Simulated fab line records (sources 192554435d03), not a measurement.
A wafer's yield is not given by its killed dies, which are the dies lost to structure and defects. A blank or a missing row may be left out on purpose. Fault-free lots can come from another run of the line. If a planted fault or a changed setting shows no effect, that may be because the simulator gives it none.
Split-lot trial | flow n5-finfet | on a route of 1938 steps: 7 lots, 39 wafers read

## THE SPLIT ITSELF
At N5_SDB_ALD_29 (deposits SiNx, target thk 30 nm, pulse time 1 s, ald cycles 600), the setting ald-cycles was moved away from the recipe's 600 on 12 of the 39 wafers read, by -57.2% to +37.8%. The other wafers ran this setting at the recipe's value.

The split's own step is where the reading is taken.

## THE READING
SiNx_of_SDB_ALD_29.thk-nm (the simulator's own value, which no gauge read), in nm, at N5_SDB_ALD_29 (deposits SiNx, target thk 30 nm, pulse time 1 s, ald cycles 600). The file gives no usual value for it. The 27 wafers here that ran the recipe average 30.0 nm, standard deviation 0.099 nm.

wafer  | tool, chamber at the split | ald-cycles as run | against the recipe | SiNx_of_SDB_ALD_29.thk-nm, nm | against lot-mates on the recipe
L074.1 | ald-sin-04, 1,3            | 600               | recipe             | 30                            | -
L074.3 | ald-sin-04, 1,3            | 600               | recipe             | 30                            | -
L074.6 | ald-sin-04, 0              | 600               | recipe             | 30.2                          | -
L080.1 | ald-sin-01, 0              | 290               | -51.7%             | 14.6                          | -15.4
L080.2 | ald-sin-01, 1              | 290               | -51.7%             | 14.4                          | -15.6
L080.3 | ald-sin-01, 2,3,2          | 600               | recipe             | 30                            | -
L080.5 | ald-sin-01, 2,3,2          | 600               | recipe             | 30                            | -
L080.6 | ald-sin-01, 2,3,2          | 600               | recipe             | 30                            | -
L080.4 | ald-sin-01, 3              | 290               | -51.7%             | 14.2                          | -15.8
L082.1 | ald-sin-03, 1              | 827               | +37.8%             | 41.4                          | +11.4
L082.5 | ald-sin-03, 1              | 827               | +37.8%             | 41.4                          | +11.4
L082.2 | ald-sin-03, 3              | 827               | +37.8%             | 41.6                          | +11.6
L082.3 | ald-sin-03, 0,2,2          | 600               | recipe             | 30                            | -
L082.4 | ald-sin-03, 0,2,2          | 600               | recipe             | 30                            | -
L082.6 | ald-sin-03, 0,2,2          | 600               | recipe             | 30                            | -
L086.1 | ald-sin-03, 2,0,0,2        | 600               | recipe             | 29.8                          | -
L086.2 | ald-sin-03, 2,0,0,2        | 600               | recipe             | 29.8                          | -
L086.5 | ald-sin-03, 2,0,0,2        | 600               | recipe             | 29.8                          | -
L086.6 | ald-sin-03, 2,0,0,2        | 600               | recipe             | 29.8                          | -
L086.3 | ald-sin-03, 1              | 600               | recipe             | 30                            | -
L086.4 | ald-sin-03, 1              | 600               | recipe             | 30                            | -
L087.1 | ald-sin-04, 1,0            | 600               | recipe             | 30                            | -
L087.6 | ald-sin-04, 1,0            | 600               | recipe             | 30                            | -
L087.2 | ald-sin-04, 2              | 600               | recipe             | 30.2                          | -
L087.3 | ald-sin-04, 3              | 276               | -54.0%             | 14                            | -16.1
L087.4 | ald-sin-04, 0,1            | 276               | -54.0%             | 13.8                          | -16.3
L087.5 | ald-sin-04, 0,1            | 276               | -54.0%             | 13.8                          | -16.3
L095.1 | ald-sin-03, 0,1,0          | 600               | recipe             | 30                            | -
L095.3 | ald-sin-03, 0,1,0          | 600               | recipe             | 30                            | -
L095.6 | ald-sin-03, 0,1,0          | 600               | recipe             | 30                            | -
L095.2 | ald-sin-03, 2              | 257               | -57.2%             | 12.6                          | -17.4
L095.4 | ald-sin-03, 3              | 257               | -57.2%             | 13                            | -17.0
L095.5 | ald-sin-03, 3              | 257               | -57.2%             | 13                            | -17.0
L096.1 | ald-sin-04, 2,1,3,0,3      | 600               | recipe             | 30                            | -
L096.2 | ald-sin-04, 2,1,3,0,3      | 600               | recipe             | 30                            | -
L096.3 | ald-sin-04, 2,1,3,0,3      | 600               | recipe             | 30                            | -
L096.4 | ald-sin-04, 2,1,3,0,3      | 600               | recipe             | 30                            | -
L096.5 | ald-sin-04, 2,1,3,0,3      | 600               | recipe             | 30                            | -
L096.6 | ald-sin-04, 0              | 600               | recipe             | 29.8                          | -
If several chambers appear in one row, that row covers several wafers at once and the file leaves open which wafer was in which chamber.

THE FIT
A straight line over all 39 wafers: SiNx_of_SDB_ALD_29.thk-nm changes by +0.3 nm for each +1% of ald-cycles; r = +1.00; the points scatter about the line by 0.13 nm.
The same after taking each lot's own level away (the mean of its wafers on the recipe; 39 wafers): +0.301 nm for each +1%; r = +1.00; scatter 0.11 nm.
On that fit, the largest move of ald-cycles shifts the reading by 17 nm.
Measured against the standard deviation above, the lots' own levels, which go from 29.87 to 30.07 nm, span 2.0 times it.
Consequently the slope shifts little with the lot-to-lot level, the two slopes agreeing.
Check: -17.2 nm against its lot-mates is what the line predicts for one of the wafers moved furthest among these (-57.2%) when that wafer is left out of the fit. Against them it came out at -17.4 nm.

## FURTHER SPLITS ON THESE WAFERS
Before the reading, these wafers also passed through other splits. Each is held against what the fit with the lots' levels taken away leaves over:
other split on the same wafers          | wafers away from the commonest value | r with SiNx_of_SDB_ALD_29.thk-nm (lot level and that fit taken away)
N5_ZERO_LAYER_DEVELOP_10 develop-time-s | 15                                   | -0.15
N5_SD_EPI_P_EPI_21 time-s               | 12                                   | -0.15

## THE WHOLE CHAIN: every reading that the file lists as answering this split, in the file's order
step          | what it does                                                      | reading                                                                    | change (the file's fit)                                                             | r (the file's)
N5_SDB_ALD_29 | deposits SiNx, target thk 30 nm, pulse time 1 s, ald cycles 600   | SiNx_of_SDB_ALD_29.thk-nm (the simulator's own value, which no gauge read) | +0.301 nm for each +1% of the setting                                               | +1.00
N5_SDB_CMP_30 | polishes, stops on poly-Si, t overpolish 1.54 s, target thk 30 nm | SiNx_of_SDB_ALD_29.thk-nm (the simulator's own value, which no gauge read) | not straight: 12.87 at the lowest setting, 29.98 at the recipe, 30.4 at the highest | not given

## FILE'S OWN FIT
SiNx_of_SDB_ALD_29.thk-nm changes by +0.301 nm for each +1% of ald-cycles, r = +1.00.
